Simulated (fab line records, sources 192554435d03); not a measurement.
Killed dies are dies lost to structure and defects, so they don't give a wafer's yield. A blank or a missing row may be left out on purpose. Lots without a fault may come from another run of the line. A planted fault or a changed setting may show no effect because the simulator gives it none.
A struck lot beside a sound one | flow n5_finfet | 37 steps out of a route of 1938
Sound: wafers L779.2, L779.3, L779.6. Struck: wafer L786.2. (L786.3, L786.6 of the same lot were not struck and are left out.) The cause comes at the end.
At each step with rows: each side's tool, then ch and its chambers, then its first start. Under that, the readings that differ: sound wafers | struck wafers | difference of the means | sigmas: that difference in standard deviations of wafers without a fault.
alike: readings whose means differ by less than 2 such deviations, and words and numbers that are the same on both sides. not compared: withheld readings, readings that some wafer has no value for, bounds like >300 that may hide the same value, and numbers for which the record gives no deviation and whose values overlap.
The two part at a step that has a row with sigmas, a row that says differs or no value, or rows on one side only. Numbers that don't overlap but have no deviation are shown without sigmas and don't part them. A reading that every wafer of one side lacks parts them only if that side has two wafers or more.

first, 9 steps without rows for these wafers: N5_BEOL_M4_ANNEAL_95 (time 240 s); N5_BEOL_M4_SPUTTER_96 (material Cu, target thk 4.5 nm, time 8.29 s); N5_BEOL_M4_ECD_50 (material Cu, target thk 300 nm); N5_BEOL_M4_ANNEAL_51 (time 90 s); N5_BEOL_M4_CMP_52 (polishes, stops on SiOC, t overpolish 6.8 s, target thk 40 nm); N5_BEOL_M4_PRE_CLEAN_60 (time 15 s); N5_BEOL_M4_CO_CAP_55 (material Co, precursor CCTBA/H2, target thk 2 nm, time 102.1 s); N5_BEOL_M4_PRE_CLEAN_56 (time 15 s); N5_BEOL_M4_DEP_57 (deposits SiCN from 3MS/NH3, target thk 8 nm, time 14 s).
N5_BEOL_M4_RC_MEAS_101:
  sound on prober-02 ch 0, day 8 04:36; struck on prober-02 ch 0, day 10 06:49
  reading   | sound             | struck | difference | sigmas
  VT_N (mV) | 250.9 250.9 251.1 | 256.8  | +5.8       | +2
  alike: DIBL_N, DIBL_P, IOFF_N, IOFF_P, ION_N, ION_P, SS_N, SS_P, VT_P
then, 24 steps without rows for these wafers: N5_BEOL_M5_ILD_DEP_00 (deposits SiCOH lowk from DEMS/porogen, target thk 140.64 nm, time 25.9 s); N5_BEOL_M5_CURE_79 (cures SiCOH lowk, time 240 s); N5_BEOL_M5_PECVD_70 (deposits SiO2 from TEOS/O2, target thk 16 nm, time 18 s); N5_BEOL_M5_HM_DEP_02 (deposits TiN, target thk 20 nm); N5_BEOL_M5_COAT_59 (time 60 s, resist thk 60 nm); N5_BEOL_M5_COAT_60 (time 60 s, resist thk 12 nm); N5_BEOL_M5_COAT_71 (time 60 s, resist thk 5 nm); N5_BEOL_M5_COAT_05 (resist thk 30 nm); N5_BEOL_M5_EBR_07; N5_BEOL_M5_SOFTBAKE_06 (time 60 s); N5_BEOL_M5_EXPOSE_08 (exposes mask M5, target cd 28 nm); N5_BEOL_M5_PEB_09 (peb time 60 s); N5_BEOL_M5_DEVELOP_10 (develop time 30 s); N5_BEOL_M5_DESCUM_16 (chemistry O2, time 7 s); N5_BEOL_M5_ETCH_72 (etches underlayer in N2/H2, target depth 6.5 nm, time 5.2 s); N5_BEOL_M5_ETCH_61 (etches SiARC in CF4, target depth 15.6 nm, time 26 s); N5_BEOL_M5_ETCH_62 (etches SOC in N2/H2, target depth 75 nm, overetch 15 nm, time 112.5 s); N5_BEOL_M5_STRIP_63 (strips in N2/H2); N5_BEOL_M5_STRIP_73 (strips in N2/H2); N5_BEOL_M5_STRIP_64 (strips in CF4); N5_BEOL_M5_HM_OPEN_17 (chemistry Cl2/BCl3, target TiN, target depth 20 nm, overetch 6 nm); N5_BEOL_M5_STRIP_19 (strips in O2); N5_BEOL_M5_COAT_65 (time 60 s, resist thk 60 nm); N5_BEOL_M5_COAT_66 (time 60 s, resist thk 12 nm).
N5_BEOL_M5_ALD_86: deposits TaN, pulse time 2 s, purge time 3 s, co reactant purge time 2 s.
  sound on ald_metal-04 ch 1,2, day 8 10:21; struck on ald_metal-02 ch 0, day 10 15:14
  alike: heater_power_outer_w, heater_power_w, precursor_vessel_pressure_torr
-- the record jumps here: 3 days lie between the struck wafers' starts before and after (it left off in module BEOL_M5 and takes up again in module BEOL_M15, whose first step shown is number 1830 of the route) --
N5_BEOL_M15_RC_MEAS_101:
  sound on prober-01 ch 0, day 11 19:04; struck on prober-02 ch 0, day 14 01:42
  reading                   | sound                   | struck   | difference | sigmas
  COMB_M5_max_site (S/m)    | 6.2e-11 3.8e-11 6.3e-11 | 1.04e-10 | +4.97e-11  | +4
  COMB_M8 (S/m)             | 3.4e-11 4.3e-11 3.8e-11 | 2.1e-11  | -1.7e-11   | -3
  SERP_M9 (ohm/um)          | 3.03 2.98 2.97          | 3.16     | +0.17      | +2
  SERP_M9_max_site (ohm/um) | 3.10 3.07 3.01          | 3.21     | +0.15      | +2
  alike: COMB_M10, COMB_M11, COMB_M12, COMB_M13, COMB_M14, COMB_M15, COMB_M5, COMB_M6, COMB_M6_max_site, COMB_M7, COMB_M9, SERP_M10, SERP_M11, SERP_M12, SERP_M13, SERP_M14, SERP_M14_max_site, SERP_M5, SERP_M5_max_site, SERP_M6, SERP_M7, SERP_M8
N5_PASSIVATION_PROBE_49:
  sound on prober-01, day 12 08:32; struck on prober-02, day 14 17:42
  reading                  | sound          | struck | difference | sigmas
  defect_limited_yield (%) | 93.6 89.9 93.6 | 89.7   | -2.7       | -2
  killed_at_front_end      | 25 53 27       | 60     | +25        | +2
  killed_dies              | 75 119 75      | 122    | +32        | +2
  sort_bin_4_leakage (%)   | 0 0 0          | 0.34   | +0.34      |
  sort_bin_5_function (%)  | 3.5 5.4 3.8    | 6.0    | +1.8       | +2
  sort_n_pass              | 1105 1061 1105 | 1058   | -32        | -2
  sort_yield_pct (%)       | 93.6 89.9 93.6 | 89.7   | -2.7       | -2
  alike: killed_at_M0_to_M3, killed_at_M4_up, killed_at_contacts, killed_at_other, killed_open, killed_short, sort_bin_6_memory

WHERE THEY PART
First at N5_BEOL_M4_RC_MEAS_101; last, within this record, at N5_PASSIVATION_PROBE_49.

WHY: what the simulator had put in
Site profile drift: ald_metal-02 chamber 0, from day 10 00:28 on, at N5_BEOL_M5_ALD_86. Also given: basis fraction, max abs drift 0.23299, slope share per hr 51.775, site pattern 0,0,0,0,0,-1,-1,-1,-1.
